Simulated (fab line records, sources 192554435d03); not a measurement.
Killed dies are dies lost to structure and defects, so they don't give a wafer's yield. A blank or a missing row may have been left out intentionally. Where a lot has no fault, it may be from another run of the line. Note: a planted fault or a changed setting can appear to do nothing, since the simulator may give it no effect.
Split-lot trial :: flow n5-finfet :: 7 lots, 21 wafers read, on a route of 1938 steps

== ABOUT THE SPLIT ==
At N5_BEOL_M3_ETCH_70 (etches SOC in N2/H2, target depth 80 nm, overetch 16 nm, time 120 s), the setting bias-w was moved away from the recipe's 150 W on 6 of the 21 wafers read, by -16.1% to +10.5%. For the rest of the wafers, this setting stayed at what the recipe calls for.

The reading comes from the split's own step.

== THE READING ==
rf-vpp-V, in V, at N5_BEOL_M3_ETCH_70 (etches SOC in N2/H2, target depth 80 nm, overetch 16 nm, time 120 s). A value of 523.4 V with a standard deviation of 2.3 V is what fault-free wafers of this fab line usually give.

wafer: L074.2
tool, chamber at the split: rie-diel-02, 3
bias-w as run, W: 150
against the recipe: recipe
rf-vpp-V, V: 521.3
against lot-mates on the recipe: -

wafer: L074.5
tool, chamber at the split: rie-diel-02, 1
bias-w as run, W: 150
against the recipe: recipe
rf-vpp-V, V: 527.3
against lot-mates on the recipe: -

wafer: L074.6
tool, chamber at the split: rie-diel-02, 0
bias-w as run, W: 150
against the recipe: recipe
rf-vpp-V, V: 525.0
against lot-mates on the recipe: -

wafer: L077.1
tool, chamber at the split: rie-diel-06, 0
bias-w as run, W: 150
against the recipe: recipe
rf-vpp-V, V: 526.3
against lot-mates on the recipe: -

wafer: L077.3
tool, chamber at the split: rie-diel-06, 3
bias-w as run, W: 150
against the recipe: recipe
rf-vpp-V, V: 522.7
against lot-mates on the recipe: -

wafer: L077.4
tool, chamber at the split: rie-diel-06, 1
bias-w as run, W: 150
against the recipe: recipe
rf-vpp-V, V: 525.6
against lot-mates on the recipe: -

wafer: L079.3
tool, chamber at the split: rie-diel-02, 1
bias-w as run, W: 165.8
against the recipe: +10.5%
rf-vpp-V, V: 561.0
against lot-mates on the recipe: +35.6

wafer: L079.5
tool, chamber at the split: rie-diel-02, 3
bias-w as run, W: 165.8
against the recipe: +10.5%
rf-vpp-V, V: 555.7
against lot-mates on the recipe: +30.3

wafer: L079.6
tool, chamber at the split: rie-diel-02, 0
bias-w as run, W: 150
against the recipe: recipe
rf-vpp-V, V: 525.4
against lot-mates on the recipe: -

wafer: L080.2
tool, chamber at the split: rie-diel-06, 3
bias-w as run, W: 129.1
against the recipe: -13.9%
rf-vpp-V, V: 476.1
against lot-mates on the recipe: -49.4

wafer: L080.3
tool, chamber at the split: rie-diel-06, 0
bias-w as run, W: 129.1
against the recipe: -13.9%
rf-vpp-V, V: 477.6
against lot-mates on the recipe: -47.9

wafer: L080.5
tool, chamber at the split: rie-diel-06, 0
bias-w as run, W: 150
against the recipe: recipe
rf-vpp-V, V: 525.5
against lot-mates on the recipe: -

wafer: L090.4
tool, chamber at the split: rie-diel-06, 1
bias-w as run, W: 132
against the recipe: -12.0%
rf-vpp-V, V: 485.1
against lot-mates on the recipe: -38.9

wafer: L090.5
tool, chamber at the split: rie-diel-06, 3
bias-w as run, W: 150
against the recipe: recipe
rf-vpp-V, V: 523.8
against lot-mates on the recipe: -

wafer: L090.6
tool, chamber at the split: rie-diel-06, 0
bias-w as run, W: 150
against the recipe: recipe
rf-vpp-V, V: 524.3
against lot-mates on the recipe: -

wafer: L093.3
tool, chamber at the split: rie-diel-04, 2
bias-w as run, W: 150
against the recipe: recipe
rf-vpp-V, V: 520.1
against lot-mates on the recipe: -

wafer: L093.5
tool, chamber at the split: rie-diel-04, 2
bias-w as run, W: 150
against the recipe: recipe
rf-vpp-V, V: 520.8
against lot-mates on the recipe: -

wafer: L093.6
tool, chamber at the split: rie-diel-04, 3
bias-w as run, W: 125.9
against the recipe: -16.1%
rf-vpp-V, V: 466.1
against lot-mates on the recipe: -54.4

wafer: L097.1
tool, chamber at the split: rie-diel-02, 2
bias-w as run, W: 150
against the recipe: recipe
rf-vpp-V, V: 520.4
against lot-mates on the recipe: -

wafer: L097.3
tool, chamber at the split: rie-diel-02, 1
bias-w as run, W: 150
against the recipe: recipe
rf-vpp-V, V: 526.6
against lot-mates on the recipe: -

wafer: L097.4
tool, chamber at the split: rie-diel-02, 0
bias-w as run, W: 150
against the recipe: recipe
rf-vpp-V, V: 524.9
against lot-mates on the recipe: -

THE FIT
A straight line over all 21 wafers: rf-vpp-V changes by +3.39 V for each +1% of bias-w; r = +0.99; the points scatter about the line by 2.4 V.
The same after taking each lot's own level away (the mean of its wafers on the recipe; 21 wafers): +3.34 V for each +1%; r = +1.00; scatter 2 V.
That fit puts the effect of the largest move of bias-w on the reading at 54 V.
The lots' own levels span 520.45 to 525.50 V, that is 2.2 times the standard deviation above.
The two slopes are in agreement: the lot-to-lot level therefore moves the slope only a little.
Check: with one of the wafers moved furthest among these (-16.1%) left out of the fit, the line predicts -53.9 V for it against its lot-mates. Against them it came out at -54.4 V.
Tool readings at the split's step, against how far the setting was moved: rf-vpp-V r = +0.99.

== THE WHOLE CHAIN: every reading that the file lists as answering this split, in the file's order ==
step: N5_BEOL_M3_ETCH_70
what it does: etches SOC in N2/H2, target depth 80 nm, overetch 16 nm, time 120 s
reading: rf-vpp-V
change (the file's fit): +3.34 V for each +1% of the setting
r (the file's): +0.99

step: N5_BEOL_M3_ETCH_70
what it does: etches SOC in N2/H2, target depth 80 nm, overetch 16 nm, time 120 s
reading: SiARC_of_BEOL_M3_COAT_68.thk-nm (the simulator's own value, which no gauge read)
change (the file's fit): -0.0787 nm for each +1% of the setting
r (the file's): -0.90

== THE FILE'S OWN FIT ==
rf-vpp-V changes by +3.34 V for each +1% of bias-w, r = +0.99.
